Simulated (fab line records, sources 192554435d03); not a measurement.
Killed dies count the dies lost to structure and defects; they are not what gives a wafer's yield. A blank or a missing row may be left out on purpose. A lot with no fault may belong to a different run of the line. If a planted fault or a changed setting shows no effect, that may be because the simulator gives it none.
fab line records	flow n5_finfet
record: lots: 7	wafers: 21
route steps=1938 shown BEOL_M9@1405 BEOL_M10@1488 BEOL_M11@1578 BEOL_M13@1680 BEOL_M14@1719
start_h: the number of hours between the record's first day and the start of the first shown wafer of the lot	wait_h: time in hours since the lot's previous step	" repeats the value in the row above	L1.1+2: a row that stands for several wafers	- either no value or no given start	* or withheld: withheld	< > ~ a bound
route shown NAME@n: names a module that has steps shown in the file, with the first one's number in the route	usual: mean/standard deviation of fault-free wafers	same: alike in all rows	chamber/n: place in a boat	sites: each site's reading	_std_site: the standard deviation of these	_edge_site: inner sites' mean taken away from outer sites' mean	radius_mm: how far each site lies from the wafer's centre	mask NAME#n: copy n	behind: the last tool/chamber to shape the wafer	hold: why the lot went on hold/how many hours it stayed there/how the hold came to an end	device: the transistor (n, p or np) that didn't switch	end of line: tests run on the same wafers once the route is complete	where a step has no rows: the recipe by itself	killed: dies that structure and defects cost at the first sort, which is not the same as the wafer's yield	map: a wafer's dies, marking killed ones x, the rest . and places with no die _
set.NAME: the setting the step ran with; set.NAME@STEP: the setting that earlier step ran with	model.NAME: the simulator's own value behind a step, which no gauge read
lots whose settings were changed on purpose; a table a step, a row a wafer
== steps ==
step: N5_BEOL_M9_HM_DEP_02
recipe: material: TiN	target_thk_a: 200	temp_c: 25	chamber_pressure_pa: 0.49996
lot.wafer	tool	chamber	start_h	wait_h	set.target_thk_a	model.TiN_of_BEOL_M9_HM_DEP_02.thk_nm
L075.3	pvd_sputter-03	-	247.46	1.8	200	20.2
L075.5+6	"	-	"	"	200	20
L080.1	pvd_sputter-01	-	276.90	1.0	200	20.2
L080.2	"	-	"	"	177.4	18.2
L080.4	"	-	"	"	200	20.8
L081.1+6	pvd_sputter-03	-	283.31	2.0	200	20.2
L081.4	"	-	"	"	207.4	20.8
L087.1	pvd_sputter-01	-	308.80	1.0	200	20.4
L087.3	"	-	"	"	200	20.6
L087.4	"	-	"	"	208	21.6
L089.2	pvd_sputter-01	-	324.46	2.1	178.8	18.4
L089.4	"	-	"	"	178.8	18.2
L089.5	"	-	"	"	178.8	18.6
L090.1	pvd_sputter-03	-	345.83	0.8	200	20
L090.2+5	"	-	"	"	200	19.8
L094.1+5	pvd_sputter-02	-	373.23	3.5	185.4	18.4
L094.6	"	-	"	"	200	19.6
step: N5_BEOL_M9_COAT_59
recipe: resist: SOC	temp_c: 250	time_s: 60	spin_rpm: 1500	resist_thk_nm: 100
step: N5_BEOL_M9_COAT_60
recipe: resist: SiARC	temp_c: 220	time_s: 60	spin_rpm: 1500	resist_thk_nm: 30
step: N5_BEOL_M9_STRIP_68
recipe: chemistry: N2/H2	temp_c: 40	n2_flow_sccm: 200	h2_flow_sccm: 200	rf_frequency_hz: 6e+07
step: N5_BEOL_M9_STRIP_67
recipe: chemistry: CF4	resist: SiARC	power_w: 300	bias_power_w: 75	pressure_mtorr: 50	cf4_flow_sccm: 150	rf_frequency_hz: 6e+07
step: N5_BEOL_M9_HM_OPEN_17
recipe: chemistry: Cl2/BCl3	target_depth_a: 200	overetch_a: 60	target: TiN	mask_material: SOC	ion_energy_ev: 150	pressure_mtorr: 10	icp_w: 1000	bias_w: 126	Cl2_flow_sccm: 53.25	bcl3_flow_sccm: 21.75	Ar_flow_sccm: 25
lot.wafer	tool	chamber	start_h	wait_h	set.target_thk_a@BEOL_M9_HM_DEP_02	model.etch.depth_nm
L075.3	rie_metal-02	0	248.38	0.1	200	20.25
L075.5	"	1	"	"	200	20.04
L075.6	"	0	"	"	200	19.9
L080.1	rie_metal-03	1	277.64	0.0	200	20.18
L080.2	"	0	"	"	177.4	18.13
L080.4	"	1	"	"	200	20.79
L081.1	rie_metal-01	0	284.28	0.0	200	20.21
L081.4	"	0	"	"	207.4	20.84
L081.6	"	1	"	"	200	20.3
L087.1	rie_metal-01	0	309.66	0.0	200	20.47
L087.3	"	0	"	"	200	20.54
L087.4	"	0	"	"	208	21.57
L089.2	rie_metal-02	1	325.38	0.0	178.8	18.41
L089.4	"	1	"	"	178.8	18.22
L089.5	"	0	"	"	178.8	18.51
L090.1	rie_metal-02	0	346.56	0.0	200	19.99
L090.2	"	1	"	"	200	19.77
L090.5	"	1	"	"	200	19.73
L094.1	rie_metal-02	1	374.10	0.0	185.4	18.39
L094.5	"	1	"	"	185.4	18.37
L094.6	"	0	"	"	200	19.68
step: N5_BEOL_M10_ETCH_62
recipe: chemistry: N2/H2	target: SOC	target_depth_a: 1100	overetch_a: 220	mask_material: SiARC	temp_c: 40	time_s: 165	ion_energy_ev: 200	pressure_mtorr: 30	source_w: 840	bias_w: 150	n2_flow_sccm: 200	h2_flow_sccm: 200
lot.wafer	tool	chamber	start_h	wait_h	set.time_s	model.SiARC_of_BEOL_M10_COAT_60.thk_nm
L075.3+6	rie_diel-05	3	258.87	0.0	165	23.4
L075.5	"	2	"	"	165	23.8
L080.1+2	rie_diel-06	1,3	284.64	0.0	165	23.8
L080.4	"	0	"	"	165	23.6
L081.1	rie_diel-05	0	292.15	0.0	190.9	22.6
L081.4+6	"	1,0	"	"	165	23.6
L087.1	rie_diel-02	1	315.83	0.0	165	23.6
L087.3+4	"	3,0	"	"	147.3	24.2
L089.2+5	rie_diel-05	0,2	333.99	0.0	132	25
L089.4	"	1	"	"	165	23.6
L090.1	rie_diel-05	3	353.82	0.0	200.6	22
L090.2	"	0	"	"	200.6	22.2
L090.5	"	3	"	"	200.6	21.8
L094.1	rie_diel-05	0	383.24	0.0	165	23.8
L094.5	"	2	"	"	165	23.6
L094.6	"	1	"	"	191.7	22.6
step: N5_BEOL_M10_COAT_64
recipe: resist: SiARC	temp_c: 220	time_s: 60	spin_rpm: 1500	resist_thk_nm: 30
lot.wafer	tool	chamber	start_h	wait_h	set.spin_rpm	model.SiARC_of_BEOL_M10_COAT_64.thk_nm
L075.3	litho_track-05	0	-	-	1500	30.2
L075.5+6	"	0	"	"	1500	30
L080.1	litho_track-05	0	-	-	1500	30
L080.2	"	0	"	"	1500	30.2
L080.4	"	0	"	"	1438	30.8
L081.1+4	litho_track-01	0	-	-	1647	28.6
L081.6	"	0	"	"	1500	30
L087.1+3	litho_track-05	0	-	-	1500	30.2
L087.4	"	0	"	"	1500	30
L089.2	litho_track-04	0	-	-	1500	30
L089.4	"	0	"	"	1663	28.6
L089.5	"	0	"	"	1663	28.4
L090.1	litho_track-05	0	-	-	1500	30
L090.2+5	"	0	"	"	1554	29.6
L094.1+5+6	litho_track-05	0	-	-	1500	30
step: N5_BEOL_M10_COAT_22
recipe: resist: CAR-ArF	spin_rpm: 1500	resist_thk_nm: 90
step: N5_BEOL_M10_EBR_24
recipe: solvent: PGMEA	ebr_width_mm: 1.5
step: N5_BEOL_M10_DESCUM_33
recipe: chemistry: O2	time_s: 7.9	source_power_w: 50	bias_power_w: 20	pressure_mtorr: 20	rf_frequency_hz: 2.712e+07	temp_c: 40	resist: CAR-ArF	o2_flow_sccm: 225
step: N5_BEOL_M10_ETCH_65
recipe: chemistry: CF4	target: SiARC	target_depth_a: 390	mask_material: CAR-ArF	time_s: 65	ion_energy_ev: 80	pressure_mtorr: 40	source_w: 545	bias_w: 36	Ar_flow_sccm: 100	cf4_flow_sccm: 100	ends: cleared
lot.wafer	tool	chamber	start_h	wait_h	set.spin_rpm@BEOL_M10_COAT_64	model.etch.depth_nm	model.CAR-ArF_of_BEOL_M10_COAT_22.thk_nm
L075.3	rie_diel-02	3	260.02	0.0	1500	30.17	55.4
L075.5	"	2	"	"	1500	30.03	55.4
L075.6	"	1	"	"	1500	30.02	55.6
L080.1	rie_diel-05	0	286.21	0.0	1500	30.03	55.6
L080.2	"	3	"	"	1500	30.11	55.4
L080.4	"	1	"	"	1438	30.73	54.8
L081.1	rie_diel-06	2	293.41	0.0	1647	28.62	56.8
L081.4	"	0	"	"	1647	28.6	56.8
L081.6	"	2	"	"	1500	29.96	55.2
L087.1	rie_diel-02	2	316.77	0.0	1500	30.11	55.4
L087.3	"	1	"	"	1500	30.18	55.2
L087.4	"	3	"	"	1500	30.07	55.6
L089.2	rie_diel-02	2	335.12	0.0	1500	30.01	55.4
L089.4	"	3	"	"	1663	28.52	56.8
L089.5	"	1	"	"	1663	28.47	56.8
L090.1	rie_diel-06	0	354.95	0.0	1500	30.05	55.6
L090.2	"	3	"	"	1554	29.57	56
L090.5	"	3	"	"	1554	29.55	56
L094.1	rie_diel-06	3	385.02	0.0	1500	30.01	55.6
L094.5	"	3	"	"	1500	30.07	55.8
L094.6	"	2	"	"	1500	29.94	55.8
step: N5_BEOL_M11_TRENCH_ETCH_37
recipe: chemistry: C4F6/O2	target_depth_a: 1488.3	target: SiCOH_lowk	time_s: 48	ion_energy_ev: 250	pressure_mtorr: 30	source_w: 345	bias_w: 185	Ar_flow_sccm: 300	C4F6_flow_sccm: 10	O2_flow_sccm: 10
usual: rf_vpp_V: 668/10
lot.wafer	tool	chamber	start_h	wait_h	set.bias_w	rf_vpp_V
L075.3	rie_diel-01	1	-	-	185	671
L075.5	"	1	"	"	185	668
L075.6	"	0	"	"	185	683
L080.1	rie_diel-04	2	-	-	208.6	733
L080.2	"	1	"	"	208.6	733
L080.4	"	0	"	"	208.6	747
L081.1	rie_diel-04	2	-	-	165.6	609
L081.4	"	1	"	"	185	667
L081.6	"	0	"	"	165.6	621
L087.1	rie_diel-01	2	-	-	185	649
L087.3	"	3	"	"	185	665
L087.4	"	0	"	"	185	681
L089.2	rie_diel-01	1	-	-	185	671
L089.4	"	0	"	"	203.1	734
L089.5	"	1	"	"	185	670
L090.1	rie_diel-03	3	-	-	154.4	578
L090.2	"	2	"	"	185	666
L090.5	"	2	"	"	154.4	577
L094.1	rie_diel-03	3	-	-	185	666
L094.5	"	2	"	"	173.9	635
L094.6	"	3	"	"	173.9	633
step: N5_BEOL_M13_COAT_65
recipe: resist: SOC	temp_c: 250	time_s: 60	spin_rpm: 1500	resist_thk_nm: 350
lot.wafer	tool	chamber	start_h	wait_h	set.spin_rpm	model.SOC_of_BEOL_M13_COAT_65.thk_nm
L075.3	litho_track-01	0	280.01	0.0	1500	350
L075.5	"	0	"	"	1500	350.4
L075.6	"	0	"	"	1500	349.4
L080.1+2	litho_track-04	0	303.56	0.0	1666	332.2
L080.4	"	0	"	"	1500	350.2
L081.1	litho_track-02	0	311.71	0.0	1607	337.8
L081.4	"	0	"	"	1500	349.4
L081.6	"	0	"	"	1607	339.2
L087.1	litho_track-01	0	336.67	0.0	1500	349.8
L087.3	"	0	"	"	1500	349.4
L087.4	"	0	"	"	1500	350.4
L089.2	litho_track-02	0	355.98	0.0	1630	335.4
L089.4	"	0	"	"	1500	349.6
L089.5	"	0	"	"	1630	336.4
L090.1	litho_track-01	0	378.21	0.0	1647	334.6
L090.2	"	0	"	"	1500	351.6
L090.5	"	0	"	"	1500	350.8
L094.1	litho_track-01	0	407.93	0.0	1500	349.8
L094.5	"	0	"	"	1438	356.6
L094.6	"	0	"	"	1500	349.6
step: N5_BEOL_M13_EXPOSE_25
recipe: mask_id: M13	na: 0.93	source_shape: conventional	sigma_outer: 0.4	polarization: unpolarized	target_cd_nm: 210	dose_mj: 22
lot.wafer	tool	chamber	start_h	wait_h	mask	set.dose_mj
L075.3+5+6	krf_scanner-01	0	280.27	-	M13#0	22
L080.1	krf_scanner-01	0	303.80	-	M13#0	21.44
L080.2+4	"	0	"	"	M13#0	22
L081.1	krf_scanner-02	0	311.95	-	M13#0	22
L081.4+6	"	0	"	"	M13#0	21.04
L087.1+3+4	krf_scanner-01	0	336.79	-	M13#0	22
L089.2+4	krf_scanner-01	0	356.10	-	M13#0	22
L089.5	"	0	"	"	M13#0	22.93
L090.1+2	krf_scanner-02	0	378.33	-	M13#0	22.44
L090.5	"	0	"	"	M13#0	22
L094.1+5+6	krf_scanner-02	0	408.17	-	M13#0	22
step: N5_BEOL_M13_PEB_26
recipe: peb_temp_c: 130	peb_time_s: 90
step: N5_BEOL_M13_DEVELOP_27
recipe: develop_time_s: 45	rinse_liquid: diw	dry: air_spin	dev_temp_c: 21
step: N5_BEOL_M13_HARDBAKE_32
recipe: temp_c: 130	time_s: 120
step: N5_BEOL_M13_CD_MEAS_28
recipe: target_cd_nm: 209.5	landing_energy_ev: 500	detector: se_inlens
usual: cd_nm: 209.0/1.2
lot.wafer	tool	chamber	start_h	wait_h	set.dose_mj@BEOL_M13_EXPOSE_25	cd_nm
L075.3	cd_sem-03	0	280.43	-	22	208.9
L075.5	"	0	"	"	22	209.6
L075.6	"	0	"	"	22	209.6
L080.1	cd_sem-03	0	303.98	-	21.44	205.7
L080.2	"	0	"	"	22	208.3
L080.4	"	0	"	"	22	207.4
L081.1	cd_sem-02	0	312.13	-	22	209.3
L081.4	"	0	"	"	21.04	203.5
L081.6	"	0	"	"	21.04	204.9
L087.1	cd_sem-03	0	336.96	-	22	208.1
L087.3	"	0	"	"	22	209.6
L087.4	"	0	"	"	22	208.5
L089.2	cd_sem-03	0	356.27	-	22	208.5
L089.4	"	0	"	"	22	210.4
L089.5	"	0	"	"	22.93	215.3
L090.1	cd_sem-03	0	378.50	-	22.44	210.1
L090.2	"	0	"	"	22.44	208.5
L090.5	"	0	"	"	22	208.1
L094.1	cd_sem-01	0	408.34	-	22	207.4
L094.5	"	0	"	"	22	208.4
L094.6	"	0	"	"	22	208.0
step: N5_BEOL_M13_DESCUM_33
recipe: chemistry: O2	time_s: 7.9	source_power_w: 50	bias_power_w: 20	pressure_mtorr: 20	rf_frequency_hz: 2.712e+07	temp_c: 40	o2_flow_sccm: 225
lot.wafer	tool	chamber	start_h	wait_h	set.dose_mj@BEOL_M13_EXPOSE_25	model.BEOL_M13.cd_nm
L075.3	rie_diel-03	0	280.60	0.1	22	209
L075.5	"	3	"	"	22	209.6
L075.6	"	2	"	"	22	209.2
L080.1	rie_diel-03	2	304.06	0.0	21.44	205.2
L080.2	"	3	"	"	22	208
L080.4	"	2	"	"	22	207
L081.1	rie_diel-01	3	312.22	0.0	22	209.6
L081.4	"	2	"	"	21.04	203.6
L081.6	"	1	"	"	21.04	205.2
L087.1	rie_diel-03	2	337.05	0.0	22	208
L087.3	"	1	"	"	22	210
L087.4	"	1	"	"	22	208.6
L089.2	rie_diel-01	2	356.36	0.0	22	208.8
L089.4	"	1	"	"	22	209.8
L089.5	"	2	"	"	22.93	215.2
L090.1	rie_diel-01	3	379.19	0.6	22.44	210.2
L090.2	"	2	"	"	22.44	208.8
L090.5	"	2	"	"	22	208.6
L094.1	rie_diel-04	3	408.43	0.0	22	207.4
L094.5	"	1	"	"	22	208.2
L094.6	"	2	"	"	22	208
step: N5_BEOL_M13_ETCH_67
recipe: chemistry: CF4	target: SiARC	target_depth_a: 1430	time_s: 238.3	ion_energy_ev: 80	pressure_mtorr: 40	source_w: 545	bias_w: 36	Ar_flow_sccm: 100	cf4_flow_sccm: 100	ends: cleared
step: N5_BEOL_M13_ETCH_68
recipe: chemistry: N2/H2	target: SOC	mask_material: SiARC	source_w: 3000	bias_w: 350	temp_c: 40	time_s: 355	ion_energy_ev: 200	pressure_mtorr: 30	n2_flow_sccm: 200	h2_flow_sccm: 200
lot.wafer	tool	chamber	start_h	wait_h	set.dose_mj@BEOL_M13_EXPOSE_25	model.BEOL_M13.cd_nm
L075.3	rie_diel-03	0	280.78	0.1	22	208.2
L075.5	"	3	"	"	22	210
L075.6	"	2	"	"	22	211
L080.1	rie_diel-03	2	304.25	0.1	21.44	206.8
L080.2	"	3	"	"	22	209.6
L080.4	"	2	"	"	22	209
L081.1	rie_diel-01	3	312.40	0.1	22	210.8
L081.4	"	2	"	"	21.04	205.6
L081.6	"	1	"	"	21.04	206.2
L087.1	rie_diel-03	2	337.23	0.1	22	209.2
L087.3	"	1	"	"	22	211
L087.4	"	1	"	"	22	209
L089.2	rie_diel-01	2	356.54	0.1	22	210
L089.4	"	1	"	"	22	211.2
L089.5	"	2	"	"	22.93	216
L090.1	rie_diel-01	3	379.37	0.1	22.44	211.2
L090.2	"	2	"	"	22.44	210.2
L090.5	"	2	"	"	22	209.8
L094.1+5	rie_diel-04	3,1	408.61	0.1	22	207.6
L094.6	"	2	"	"	22	208
step: N5_BEOL_M14_COAT_04
recipe: spin_rpm: 1704	resist_thk_nm: 800
lot.wafer	tool	chamber	start_h	wait_h	set.spin_rpm	model.coat_of_BEOL_M14_COAT_04.thk_nm
L075.3	litho_track-05	0	-	-	1704	800
L075.5	"	0	"	"	1704	798.2
L075.6	"	0	"	"	1704	799.2
L080.1	litho_track-05	0	-	-	1704	801.8
L080.2	"	0	"	"	1704	798.2
L080.4	"	0	"	"	1704	795.8
L081.1+6	litho_track-02	0	-	-	1704	801
L081.4	"	0	"	"	1582	833.2
L087.1	litho_track-02	0	-	-	1768	787.6
L087.3	"	0	"	"	1704	799.4
L087.4	"	0	"	"	1768	785.6
L089.2	litho_track-02	0	-	-	1800	781.6
L089.4	"	0	"	"	1704	804
L089.5	"	0	"	"	1704	804.8
L090.1	litho_track-05	0	-	-	1704	804.2
L090.2	"	0	"	"	1538	846.8
L090.5	"	0	"	"	1704	803.4
L094.1	litho_track-05	0	-	-	1631	819.6
L094.5	"	0	"	"	1704	804.6
L094.6	"	0	"	"	1704	801.2
== key ==
split: step: N5_BEOL_M9_HM_DEP_02	setting: target_thk_a	stated: 200	by: wafer
response: step: N5_BEOL_M9_HM_DEP_02	reading: model.TiN_of_BEOL_M9_HM_DEP_02.thk_nm	change: +0.196	per: 1%	r: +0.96
response: step: N5_BEOL_M9_HM_OPEN_17	reading: model.etch.depth_nm	change: +0.201	per: 1%	r: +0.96
split: step: N5_BEOL_M10_ETCH_62	setting: time_s	stated: 165	by: wafer
response: step: N5_BEOL_M10_ETCH_62	reading: model.SiARC_of_BEOL_M10_COAT_60.thk_nm	change: -0.0664	per: 1%	r: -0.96
split: step: N5_BEOL_M10_COAT_64	setting: spin_rpm	stated: 1500	by: wafer
response: step: N5_BEOL_M10_COAT_64	reading: model.SiARC_of_BEOL_M10_COAT_64.thk_nm	change: -0.141	per: 1%	r: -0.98
response: step: N5_BEOL_M10_ETCH_65	reading: model.etch.depth_nm	change: -0.14	per: 1%	r: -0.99
response: step: N5_BEOL_M10_ETCH_65	reading: model.CAR-ArF_of_BEOL_M10_COAT_22.thk_nm	change: +0.144	per: 1%	r: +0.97
split: step: N5_BEOL_M11_TRENCH_ETCH_37	setting: bias_w	stated: 185	by: wafer
response: step: N5_BEOL_M11_TRENCH_ETCH_37	reading: rf_vpp_V	change: +5.49	per: 1%	r: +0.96
split: step: N5_BEOL_M13_COAT_65	setting: spin_rpm	stated: 1500	by: wafer
response: step: N5_BEOL_M13_COAT_65	reading: model.SOC_of_BEOL_M13_COAT_65.thk_nm	change: -1.62	per: 1%	r: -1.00
split: step: N5_BEOL_M13_EXPOSE_25	setting: dose_mj	stated: 22	by: wafer
response: step: N5_BEOL_M13_CD_MEAS_28	reading: cd_nm	change: +1.16	per: 1%	r: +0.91
response: step: N5_BEOL_M13_DESCUM_33	reading: model.BEOL_M13.cd_nm	change: +1.17	per: 1%	r: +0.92
response: step: N5_BEOL_M13_ETCH_68	reading: model.BEOL_M13.cd_nm	change: +1.11	per: 1%	r: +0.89
split: step: N5_BEOL_M14_COAT_04	setting: spin_rpm	stated: 1704	by: wafer
response: step: N5_BEOL_M14_COAT_04	reading: model.coat_of_BEOL_M14_COAT_04.thk_nm	change: -4.27	per: 1%	r: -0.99
